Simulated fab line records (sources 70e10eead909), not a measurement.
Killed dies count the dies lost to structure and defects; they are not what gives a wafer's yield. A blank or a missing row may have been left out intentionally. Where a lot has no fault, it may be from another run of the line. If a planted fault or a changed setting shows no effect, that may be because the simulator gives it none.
Which of the tools did it? || flow nandHarc || Sampling: 13 lots, 39 wafers, 5 of 1159 route steps

== WHAT THE GAUGES SHOWED, per wafer ==
NHARC_A_CHANNEL_HOLE_D1_CD_MEAS_30. Usual: cdNm reads 90.5 nm (standard deviation 1.6).
{"lot": "L269", "measured": "day 8 23:19", "on": "cdSem-01", "cdNm (nm)": "92.8 90.5 91.6", "flag": ""}
{"lot": "L270", "measured": "day 9 01:31", "on": "cdSem-02", "cdNm (nm)": "91.8 89.9 90.4", "flag": ""}
{"lot": "L271", "measured": "day 9 10:07", "on": "cdSem-02", "cdNm (nm)": "90.3 89.9 92.5", "flag": ""}
{"lot": "L275", "measured": "day 10 11:16", "on": "cdSem-03", "cdNm (nm)": "92.0 88.3 90.8", "flag": ""}
{"lot": "L278", "measured": "day 11 01:12", "on": "cdSem-01", "cdNm (nm)": "92.9 91.6 92.2", "flag": ""}
{"lot": "L279", "measured": "day 11 02:19", "on": "cdSem-03", "cdNm (nm)": "88.3 88.6 90.2", "flag": ""}
{"lot": "L283", "measured": "day 12 18:36", "on": "cdSem-01", "cdNm (nm)": "91.2 92.4 89.4", "flag": ""}
{"lot": "L286", "measured": "day 12 22:11", "on": "cdSem-03", "cdNm (nm)": "90.2 90.0 90.4", "flag": ""}
{"lot": "L288", "measured": "day 13 07:36", "on": "cdSem-03", "cdNm (nm)": "89.5 90.2 86.8", "flag": ""}
{"lot": "L287", "measured": "day 13 10:40", "on": "cdSem-03", "cdNm (nm)": "91.3 86.4 91.2", "flag": ""}
{"lot": "L291", "measured": "day 14 01:05", "on": "cdSem-01", "cdNm (nm)": "89.9 92.3 91.6", "flag": ""}
{"lot": "L289", "measured": "day 14 05:16", "on": "cdSem-02", "cdNm (nm)": "89.7 89.0 91.4", "flag": ""}
{"lot": "L290", "measured": "day 14 09:26", "on": "cdSem-03", "cdNm (nm)": "92.0 91.3 89.1", "flag": ""}

NHARC_A_CHANNEL_HOLE_D1_INSPECT_40. Usual: rawDefectCount reads 56 (standard deviation 14).
{"lot": "L269", "measured": "day 8 23:30", "on": "defectInspect-02", "rawDefectCount": "29 56 47", "flag": ""}
{"lot": "L270", "measured": "day 9 01:43", "on": "defectInspect-02", "rawDefectCount": "94 48 49", "flag": ""}
{"lot": "L271", "measured": "day 9 10:18", "on": "defectInspect-01", "rawDefectCount": "59 62 43", "flag": ""}
{"lot": "L275", "measured": "day 10 11:28", "on": "defectInspect-01", "rawDefectCount": "61 68 66", "flag": ""}
{"lot": "L278", "measured": "day 11 01:23", "on": "defectInspect-01", "rawDefectCount": "44 74 62", "flag": ""}
{"lot": "L279", "measured": "day 11 02:30", "on": "defectInspect-01", "rawDefectCount": "67 97 76", "flag": ""}
{"lot": "L283", "measured": "day 12 18:47", "on": "defectInspect-02", "rawDefectCount": "50 68 59", "flag": ""}
{"lot": "L286", "measured": "day 12 22:22", "on": "defectInspect-01", "rawDefectCount": "77 43 51", "flag": ""}
{"lot": "L288", "measured": "day 13 07:47", "on": "defectInspect-02", "rawDefectCount": "74 74 53", "flag": ""}
{"lot": "L287", "measured": "day 13 10:51", "on": "defectInspect-02", "rawDefectCount": "62 70 55", "flag": ""}
{"lot": "L291", "measured": "day 14 01:16", "on": "defectInspect-01", "rawDefectCount": "51 43 61", "flag": ""}
{"lot": "L289", "measured": "day 14 05:28", "on": "defectInspect-01", "rawDefectCount": "28 57 64", "flag": ""}
{"lot": "L290", "measured": "day 14 09:37", "on": "defectInspect-01", "rawDefectCount": "87 46 62", "flag": ""}

NHARC_END_SORT_01. Usual: killedAtArray 27, standard deviation 11; killedAtOther 0.7, standard deviation 1.1; killedAtPeriphery 3.6, standard deviation 2.4; killedDies 32, standard deviation 11; killedOpen 3.3, standard deviation 1.8; killedShort 2.1, standard deviation 1.5.
{"lot": "L287", "measured": "day 24 13:27", "on": "prober-02", "killedAtArray": "673 671 668", "killedAtOther": "0 4 6", "killedAtPeriphery": "4 2 3", "killedDies": "677 677 677", "killedOpen": "3 6 3", "killedShort": "2 2 1", "flag": "OFF"}
{"lot": "L289", "measured": "day 25 06:00", "on": "prober-02", "killedAtArray": "672 676 676", "killedAtOther": "0 0 0", "killedAtPeriphery": "5 1 1", "killedDies": "677 677 677", "killedOpen": "2 5 3", "killedShort": "3 1 1", "flag": "OFF"}

== WHAT TOOL EACH LOT RAN ON (gives the tool, then ch and the chambers of the sampled wafers, and finally the start) ==
{"lot": "L269", "NHARC_A_CHANNEL_HOLE_D1_ETCH_24": "harEtch-02 ch 0,1, day 8 19:46", "NHARC_A_CHANNEL_FILL_D1_ALD_25": "aldHk-04 ch 0,2,3, day 10 16:13"}
{"lot": "L270", "NHARC_A_CHANNEL_HOLE_D1_ETCH_24": "harEtch-01 ch 1, day 8 22:16", "NHARC_A_CHANNEL_FILL_D1_ALD_25": "aldHk-02 ch 0,3, day 10 14:25"}
{"lot": "L271", "NHARC_A_CHANNEL_HOLE_D1_ETCH_24": "harEtch-01 ch 0,1, day 9 07:07", "NHARC_A_CHANNEL_FILL_D1_ALD_25": "aldHk-04 ch 0,1, day 10 23:16"}
{"lot": "L275", "NHARC_A_CHANNEL_HOLE_D1_ETCH_24": "harEtch-01 ch 0,1, day 10 08:01", "NHARC_A_CHANNEL_FILL_D1_ALD_25": "aldHk-01 ch 1,2,3, day 12 00:28"}
{"lot": "L278", "NHARC_A_CHANNEL_HOLE_D1_ETCH_24": "harEtch-02 ch 0,1, day 10 21:49", "NHARC_A_CHANNEL_FILL_D1_ALD_25": "aldHk-04 ch 0,2,3, day 12 14:05"}
{"lot": "L279", "NHARC_A_CHANNEL_HOLE_D1_ETCH_24": "harEtch-01 ch 0,1, day 10 22:55", "NHARC_A_CHANNEL_FILL_D1_ALD_25": "aldHk-01 ch 0,2,3, day 12 13:52"}
{"lot": "L283", "NHARC_A_CHANNEL_HOLE_D1_ETCH_24": "harEtch-01 ch 0,1, day 12 15:13", "NHARC_A_CHANNEL_FILL_D1_ALD_25": "aldHk-04 ch 1,2, day 14 09:03"}
{"lot": "L286", "NHARC_A_CHANNEL_HOLE_D1_ETCH_24": "harEtch-02 ch 0,1, day 12 19:03", "NHARC_A_CHANNEL_FILL_D1_ALD_25": "aldHk-02 ch 1,2, day 14 16:21"}
{"lot": "L288", "NHARC_A_CHANNEL_HOLE_D1_ETCH_24": "harEtch-02 ch 0,1, day 13 04:20", "NHARC_A_CHANNEL_FILL_D1_ALD_25": "aldHk-01 ch 2,3, day 14 20:36"}
{"lot": "L287", "NHARC_A_CHANNEL_HOLE_D1_ETCH_24": "harEtch-01 ch 0,1, day 13 07:24", "NHARC_A_CHANNEL_FILL_D1_ALD_25": "aldHk-02 ch 0,2, day 15 00:52"}
{"lot": "L291", "NHARC_A_CHANNEL_HOLE_D1_ETCH_24": "harEtch-02 ch 0,1, day 13 21:41", "NHARC_A_CHANNEL_FILL_D1_ALD_25": "aldHk-02 ch 0,1,2, day 15 18:08"}
{"lot": "L289", "NHARC_A_CHANNEL_HOLE_D1_ETCH_24": "harEtch-02 ch 0,1, day 14 02:00", "NHARC_A_CHANNEL_FILL_D1_ALD_25": "aldHk-04 ch 0,1,3, day 15 16:53"}
{"lot": "L290", "NHARC_A_CHANNEL_HOLE_D1_ETCH_24": "harEtch-02 ch 0,1, day 14 06:26", "NHARC_A_CHANNEL_FILL_D1_ALD_25": "aldHk-01 ch 0,1,2, day 16 01:27"}
- NHARC_A_CHANNEL_HOLE_D1_ETCH_24: etches the open film in C4F8/O2/Ar, time 906.2 s, target depth 1500 nm.
- NHARC_A_CHANNEL_FILL_D1_ALD_25: deposits SiOx, target thk 60 nm, pulse time 10 s, ald cycles 600.

== AS READ BY THE TOOLS THEMSELVES (means over the sampled wafers that have a number; for cases with no such wafer, the mark the record gives instead) ==
NHARC_A_CHANNEL_HOLE_D1_ETCH_24. Usual: c4f8FlowSccm 93.79 sccm, standard deviation 0.26; drypumpMotorCurrentA 5.4 A, standard deviation 0.37; escClampCurrentUA 0.0208, standard deviation 0.00038; showerheadPlenumPTorr 3.75 Torr, standard deviation 0.091; throttleValvePct 32.236 %, standard deviation 0.0094.
{"lot": "L269", "tool": "harEtch-02", "c4f8FlowSccm (sccm)": 93.97, "drypumpMotorCurrentA (A)": 5.2, "escClampCurrentUA": 0.0207, "showerheadPlenumPTorr (Torr)": 3.72, "throttleValvePct (%)": 32.242, "flag": ""}
{"lot": "L270", "tool": "harEtch-01", "c4f8FlowSccm (sccm)": 93.51, "drypumpMotorCurrentA (A)": 5.7, "escClampCurrentUA": 0.0214, "showerheadPlenumPTorr (Torr)": 3.82, "throttleValvePct (%)": 32.227, "flag": ""}
{"lot": "L271", "tool": "harEtch-01", "c4f8FlowSccm (sccm)": 93.91, "drypumpMotorCurrentA (A)": 5.8, "escClampCurrentUA": 0.0210, "showerheadPlenumPTorr (Torr)": 3.79, "throttleValvePct (%)": 32.234, "flag": ""}
{"lot": "L275", "tool": "harEtch-01", "c4f8FlowSccm (sccm)": 93.73, "drypumpMotorCurrentA (A)": 5.8, "escClampCurrentUA": 0.0207, "showerheadPlenumPTorr (Torr)": 3.76, "throttleValvePct (%)": 32.239, "flag": ""}
{"lot": "L278", "tool": "harEtch-02", "c4f8FlowSccm (sccm)": 93.92, "drypumpMotorCurrentA (A)": 5.1, "escClampCurrentUA": 0.0208, "showerheadPlenumPTorr (Torr)": 3.78, "throttleValvePct (%)": 32.227, "flag": ""}
{"lot": "L279", "tool": "harEtch-01", "c4f8FlowSccm (sccm)": 93.97, "drypumpMotorCurrentA (A)": 5.8, "escClampCurrentUA": 0.0210, "showerheadPlenumPTorr (Torr)": 3.78, "throttleValvePct (%)": 32.248, "flag": ""}
{"lot": "L283", "tool": "harEtch-01", "c4f8FlowSccm (sccm)": 93.74, "drypumpMotorCurrentA (A)": 5.8, "escClampCurrentUA": 0.0207, "showerheadPlenumPTorr (Torr)": 3.74, "throttleValvePct (%)": 32.241, "flag": ""}
{"lot": "L286", "tool": "harEtch-02", "c4f8FlowSccm (sccm)": 93.73, "drypumpMotorCurrentA (A)": 5.2, "escClampCurrentUA": 0.0207, "showerheadPlenumPTorr (Torr)": 3.69, "throttleValvePct (%)": 32.244, "flag": ""}
{"lot": "L288", "tool": "harEtch-02", "c4f8FlowSccm (sccm)": 93.96, "drypumpMotorCurrentA (A)": 5.1, "escClampCurrentUA": 0.0207, "showerheadPlenumPTorr (Torr)": 3.76, "throttleValvePct (%)": 32.236, "flag": ""}
{"lot": "L287", "tool": "harEtch-01", "c4f8FlowSccm (sccm)": 93.82, "drypumpMotorCurrentA (A)": 5.8, "escClampCurrentUA": 0.0207, "showerheadPlenumPTorr (Torr)": 3.74, "throttleValvePct (%)": 32.239, "flag": ""}
{"lot": "L291", "tool": "harEtch-02", "c4f8FlowSccm (sccm)": 93.69, "drypumpMotorCurrentA (A)": 5.1, "escClampCurrentUA": 0.0208, "showerheadPlenumPTorr (Torr)": 3.76, "throttleValvePct (%)": 32.232, "flag": ""}
{"lot": "L289", "tool": "harEtch-02", "c4f8FlowSccm (sccm)": 93.80, "drypumpMotorCurrentA (A)": 5.1, "escClampCurrentUA": 0.0207, "showerheadPlenumPTorr (Torr)": 3.76, "throttleValvePct (%)": 32.233, "flag": ""}
{"lot": "L290", "tool": "harEtch-02", "c4f8FlowSccm (sccm)": 93.64, "drypumpMotorCurrentA (A)": 5.2, "escClampCurrentUA": 0.0208, "showerheadPlenumPTorr (Torr)": 3.68, "throttleValvePct (%)": 32.242, "flag": ""}

NHARC_A_CHANNEL_FILL_D1_ALD_25. Usual: heaterPowerOuterW 268 W, standard deviation 37; heaterPowerW 476 W, standard deviation 58; precursorPulseHeightRel 1.005, standard deviation 0.021.
{"lot": "L269", "tool": "aldHk-04", "heaterPowerOuterW (W)": 243, "heaterPowerW (W)": 428, "precursorPulseHeightRel": 1.018, "flag": ""}
{"lot": "L270", "tool": "aldHk-02", "heaterPowerOuterW (W)": 282, "heaterPowerW (W)": 496, "precursorPulseHeightRel": 1.019, "flag": ""}
{"lot": "L271", "tool": "aldHk-04", "heaterPowerOuterW (W)": 265, "heaterPowerW (W)": 478, "precursorPulseHeightRel": 0.985, "flag": ""}
{"lot": "L275", "tool": "aldHk-01", "heaterPowerOuterW (W)": 246, "heaterPowerW (W)": 429, "precursorPulseHeightRel": 1.008, "flag": ""}
{"lot": "L278", "tool": "aldHk-04", "heaterPowerOuterW (W)": 240, "heaterPowerW (W)": 437, "precursorPulseHeightRel": 0.988, "flag": ""}
{"lot": "L279", "tool": "aldHk-01", "heaterPowerOuterW (W)": 237, "heaterPowerW (W)": 447, "precursorPulseHeightRel": 1.002, "flag": ""}
{"lot": "L283", "tool": "aldHk-04", "heaterPowerOuterW (W)": 241, "heaterPowerW (W)": 447, "precursorPulseHeightRel": 1.030, "flag": ""}
{"lot": "L286", "tool": "aldHk-02", "heaterPowerOuterW (W)": 329, "heaterPowerW (W)": 551, "precursorPulseHeightRel": 0.993, "flag": ""}
{"lot": "L288", "tool": "aldHk-01", "heaterPowerOuterW (W)": 244, "heaterPowerW (W)": 446, "precursorPulseHeightRel": 1.012, "flag": ""}
{"lot": "L287", "tool": "aldHk-02", "heaterPowerOuterW (W)": "-", "heaterPowerW (W)": "-", "precursorPulseHeightRel": "-", "flag": "OFF"}
{"lot": "L291", "tool": "aldHk-02", "heaterPowerOuterW (W)": 309, "heaterPowerW (W)": 523, "precursorPulseHeightRel": 0.990, "flag": ""}
{"lot": "L289", "tool": "aldHk-04", "heaterPowerOuterW (W)": "-", "heaterPowerW (W)": "-", "precursorPulseHeightRel": "-", "flag": "OFF"}
{"lot": "L290", "tool": "aldHk-01", "heaterPowerOuterW (W)": 240, "heaterPowerW (W)": 443, "precursorPulseHeightRel": 1.001, "flag": ""}

== THE ANSWER, worked out from the rows above alone ==
Rule: take the mean of a lot's wafers that have a number; if it is more than 3 standard deviations from the usual mean, the lot is off. A lot without any number at a reading at which 4 lots or more have one is off too. Any other lot the step has rows for is counted as sound. First the gauges in route order, then the tools' own readings, where a lot's mean is used as printed above. The first step at which some lot is off is used, and at that step the reading that is off furthest; a lot without a number counts as furthest.
Off: L287, L289 (NHARC_END_SORT_01, killedAtArray). Neither off nor sound, because the step has no rows for them: L269, L270, L271, L275, L278, L279, L283, L286, L288, L291, L290.
If a tool, at a process step before that reading, ran all the lots that are off and no sound lot after the first of them, it fits. Not tried: the gauges at NHARC_END_SORT_01; whatever is off there is also off at NHARC_A_CHANNEL_FILL_D1_ALD_25, on other tools, and gauge error can't account for it. None of those tried fits.

== WHAT WAS PUT IN BY THE SIMULATOR ==
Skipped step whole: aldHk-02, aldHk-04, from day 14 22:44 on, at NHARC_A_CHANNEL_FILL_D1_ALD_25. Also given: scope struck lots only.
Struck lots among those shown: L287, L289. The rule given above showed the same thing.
